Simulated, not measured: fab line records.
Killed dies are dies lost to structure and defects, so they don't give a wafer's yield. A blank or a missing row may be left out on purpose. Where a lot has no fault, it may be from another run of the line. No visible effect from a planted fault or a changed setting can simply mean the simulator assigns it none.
Matching of chambers :: flow n5_finfet :: N5_BEOL_M10_DESCUM_33 on rie_diel-01: 4 sister chambers
The step chemistry O2, time 7.9 s. 4 wafers are shown with their chamber, then 10 later ones without.

== EACH WAFER AND ITS CHAMBER ==
wafer: L086.2
chamber: 2
throttle_valve_pct (%): 21.1

wafer: L090.3
chamber: 1
throttle_valve_pct (%): 20.0

wafer: L093.1
chamber: 3
throttle_valve_pct (%): 20.5

wafer: L093.3
chamber: 0
throttle_valve_pct (%): 20.7

== WAFERS WITHOUT THEIR CHAMBER ==
wafer: L093.4
throttle_valve_pct (%): 21.2

wafer: L091.1
throttle_valve_pct (%): 20.5

wafer: L091.2
throttle_valve_pct (%): 20.0

wafer: L091.4
throttle_valve_pct (%): 20.0

wafer: L095.1
throttle_valve_pct (%): 21.2

wafer: L095.2
throttle_valve_pct (%): 20.7

wafer: L095.3
throttle_valve_pct (%): 20.0

wafer: L095.4
throttle_valve_pct (%): 20.6

wafer: L095.5
throttle_valve_pct (%): 20.6

wafer: L095.6
throttle_valve_pct (%): 21.2

== WHICH CHAMBER EACH ONE RAN IN ==
wafer: L093.4
from the rows above: 2
in truth: 2

wafer: L091.1
from the rows above: 3
in truth: 3

wafer: L091.2
from the rows above: 1
in truth: 1

wafer: L091.4
from the rows above: 1
in truth: 1

wafer: L095.1
from the rows above: 2
in truth: 2

wafer: L095.2
from the rows above: 0
in truth: 0

wafer: L095.3
from the rows above: 1
in truth: 1

wafer: L095.4
from the rows above: can't be placed: 0 or 3
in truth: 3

wafer: L095.5
from the rows above: can't be placed: 0 or 3
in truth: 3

wafer: L095.6
from the rows above: 2
in truth: 2
Placed correctly: 8 of 10. Unplaceable from these rows: 2, with the true chamber sitting among the candidates in 2. Wrongly placed: 0.
How it was worked out, from the rows above alone: a wafer's distance from a chamber is the root of the sum, over the readings, of the square of ((its reading less the chamber's mean) divided by the reading's scatter). If the next closest chamber is less than 2 further off than the closest, the wafer can't be placed; otherwise it belongs to the closest. For every chamber, the mean is computed from those of its wafers that are shown. The scatter: with one shown wafer a chamber, the root of the mean of the squares of how far each hidden wafer lies from its nearest shown one.
